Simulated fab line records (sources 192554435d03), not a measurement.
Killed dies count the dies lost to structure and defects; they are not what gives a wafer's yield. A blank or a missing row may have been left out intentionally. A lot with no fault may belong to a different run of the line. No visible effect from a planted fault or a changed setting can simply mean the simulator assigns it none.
A lot that was struck, set against a sound lot    flow n5-finfet    15 out of 1938 route steps
Sound: wafers L190.1, L190.2, L190.4. The struck wafers were L207.1, L207.3, L207.5. The cause comes at the end.
For every step that has rows: the tool of each side, followed by ch and its chambers, followed by its first start. Under that, the readings that differ: sound wafers    struck wafers    difference of the means    sigmas: that difference in standard deviations of wafers without a fault.
alike: a reading whose means differ by less than 2 such deviations, as well as words and numbers matching on both sides. not compared: withheld readings; readings where some wafer has no value; bounds like >300 that might hide an equal value; numbers whose values overlap and for which the record gives no deviation.
A row with sigmas, a row that says differs or no value, or rows on one side alone: a step with any of these is where the two part. Numbers that don't overlap but have no deviation are shown without sigmas and don't part them. Lack of a reading on every wafer of one side parts them only where that side has two or more wafers.

first, 1 step without rows for these wafers: N5_BEOL_M1_ANNEAL_87 (time 240 s).
N5_BEOL_M1_SPUTTER_88: material Cu, target thk 4.5 nm, time 8.29 s.
  sound: pvd-sputter-01 at day 6 09:59; struck: pvd-sputter-03 at day 10 14:21
  alike: throttle-valve-pct
N5_BEOL_M1_ANNEAL_89: time 240 s.
  sound: pvd-sputter-01 at day 6 10:04; struck: pvd-sputter-03 at day 10 14:26
  alike: heater-power-w
N5_BEOL_M1_SPUTTER_90: material Cu, target thk 4.5 nm, time 8.29 s.
  sound: pvd-sputter-01 at day 6 10:13; struck: pvd-sputter-03 at day 10 14:34
  alike: throttle-valve-pct
then, 1 step without rows for these wafers: N5_BEOL_M1_ANNEAL_91 (time 240 s).
N5_BEOL_M1_SPUTTER_92: material Cu, target thk 4.5 nm, time 8.29 s.
  sound: pvd-sputter-01 at day 6 10:26; struck: pvd-sputter-03 at day 10 14:47
  alike: throttle-valve-pct
N5_BEOL_M1_ANNEAL_93: time 240 s.
  sound: pvd-sputter-01 at day 6 10:31; struck: pvd-sputter-03 at day 10 14:52
  alike: heater-power-w
then, 5 steps without rows for these wafers: N5_BEOL_M1_SPUTTER_94 (material Cu, target thk 4.5 nm, time 8.29 s); N5_BEOL_M1_ANNEAL_95 (time 240 s); N5_BEOL_M1_SPUTTER_96 (material Cu, target thk 4.5 nm, time 8.29 s); N5_BEOL_M1_ECD_50 (material Cu, target thk 300 nm); N5_BEOL_M1_ANNEAL_51 (time 90 s).
N5_BEOL_M1_CMP_52: polishes, stops on SiOC, t overpolish 6.8 s, target thk 40 nm.
  sound on cmp-01 ch 0,1,3, day 6 11:38; struck on cmp-04 ch 0,1,3, day 10 15:44
reading                       sound                 struck                difference  sigmas
barrier-field-endpoint-s (s)  23.3 24.7 23.8        19.8 20.3 19.6        -4.0        -5
head-pressure-psi (psi)       1.0023 1.0023 0.9995  1.1927 1.1951 1.1894  +0.1910     +83
  alike: motor-current-A, overpolish-run-s, retaining-ring-pressure-frac, time-to-endpoint-s
N5_BEOL_M4_RC_MEAS_101:
  sound on prober-02 ch 0, day 7 15:40; struck on prober-01 ch 0, day 11 21:40
reading         sound           struck          difference  sigmas
DIBL_N (mV/V)   37.8 36.7 35.6  39.5 41.2 39.4  +3.3        +2
IOFF_N (nA/um)  0.16 0.15 0.13  0.22 0.25 0.22  +0.08       +3
ION_N (uA/um)   672 667 676     689 695 702     +24         +2
  alike: DIBL_P, IOFF_P, ION_P, SS_N, SS_P, VT_N, VT_P
-- record jumps: 4 days separate the struck wafers' starts on either side; left off in module BEOL_M4, taken up again in module PASSIVATION, whose first shown step is the route's number 1936 --
N5_PASSIVATION_PROBE_49:
  sound: prober-02 at day 12 00:28; struck: prober-01 at day 15 15:48
reading                 sound  struck    difference  sigmas
sort_bin_4_leakage (%)  0 0 0  0 0.08 0  +0          +3
  alike: defect-limited-yield, killed_at_M0_to_M3, killed_at_M4_up, killed-at-contacts, killed-at-front-end, killed-at-other, killed-dies, killed-on-rim, killed-open, killed-short, sort_bin_5_function, sort_bin_6_memory, sort-n-pass, sort-yield-pct

WHERE THEY PART
Last at N5_PASSIVATION_PROBE_49 as far as this record goes, first at N5_BEOL_M1_CMP_52.

WHY: the cause the simulator had injected
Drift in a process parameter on cmp-04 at N5_BEOL_M1_CMP_52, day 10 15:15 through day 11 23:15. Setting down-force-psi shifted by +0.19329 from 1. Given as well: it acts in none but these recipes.
